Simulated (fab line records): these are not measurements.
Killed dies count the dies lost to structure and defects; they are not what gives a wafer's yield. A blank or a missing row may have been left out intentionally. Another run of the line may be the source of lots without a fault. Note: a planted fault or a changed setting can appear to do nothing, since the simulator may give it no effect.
Chamber matching + flow n5-finfet + uv-cure-02 running N5_BEOL_M11_CURE_71: 3 sister chambers
The step cures SiCOH lowk, time 240 s. 14 wafers are shown with their chamber, then 7 later ones without.

## EACH WAFER AND ITS CHAMBER
| wafer  | chamber | wafer_temp_C_max | lamp-power-pct (%) |
|--------|---------|------------------|--------------------|
| L175.1 | 2       | 386.8            | 52.26              |
| L175.3 | 2       | 386.6            | 52.39              |
| L175.5 | 2       | 386.4            | 52.24              |
| L179.1 | 2       | 386.3            | 52.38              |
| L179.3 | 2       | 386.4            | 52.35              |
| L179.6 | 2       | 386.9            | 52.21              |
| L192.1 | 0       | 388.0            | 52.38              |
| L192.4 | 0       | 387.3            | 52.36              |
| L192.6 | 0       | 386.5            | 52.37              |
| L189.3 | 1       | 386.9            | 52.27              |
| L189.5 | 1       | 388.2            | 52.38              |
| L189.6 | 1       | 387.2            | 52.38              |
| L195.3 | 0       | 387.1            | 52.40              |
| L195.5 | 0       | 387.0            | 52.31              |

SIGNATURES, as means of the wafers listed above
| reading          | chamber 0 | chamber 1 | chamber 2 | scatter within a chamber |
|------------------|-----------|-----------|-----------|--------------------------|
| wafer_temp_C_max | 387.180   | 387.433   | 386.567   | 0.468                    |
| lamp-power-pct   | 52.3640   | 52.3433   | 52.3050   | 0.0623                   |
Rule: for each reading, subtract the chamber's mean from the wafer's reading, divide by that reading's scatter and square the result; add these up over the readings and take the root, which gives the wafer's distance from the chamber. If the next closest chamber is less than 2 further off than the closest, the wafer can't be placed; otherwise it belongs to the closest. How the scatter is found: for the shown wafers, subtract from each reading the mean of its chamber, square and add these, divide the total by (wafers less chambers), then take the root.

## WAFERS WHOSE CHAMBER IS MISSING
| wafer  | wafer_temp_C_max | lamp-power-pct (%) |
|--------|------------------|--------------------|
| L195.6 | 387.4            | 52.32              |
| L194.1 | 386.0            | 52.36              |
| L194.3 | 386.6            | 52.35              |
| L194.5 | 387.3            | 52.33              |
| L196.2 | 387.4            | 52.29              |
| L196.4 | 387.4            | 52.24              |
| L196.5 | 386.8            | 52.27              |

## WHICH CHAMBER EACH WENT THROUGH
| wafer  | from the rows above          | in truth |
|--------|------------------------------|----------|
| L195.6 | can't be placed: 1 or 0 or 2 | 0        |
| L194.1 | can't be placed: 2 or 0 or 1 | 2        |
| L194.3 | can't be placed: 2 or 0 or 1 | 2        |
| L194.5 | can't be placed: 1 or 0 or 2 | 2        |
| L196.2 | can't be placed: 1 or 0 or 2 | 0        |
| L196.4 | can't be placed: 1 or 0 or 2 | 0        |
| L196.5 | can't be placed: 2 or 0 or 1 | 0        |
Correct placement for 0 of the 7. Not placeable from these rows: 7 (in 7, the candidates include the true chamber). 0 placed wrongly.
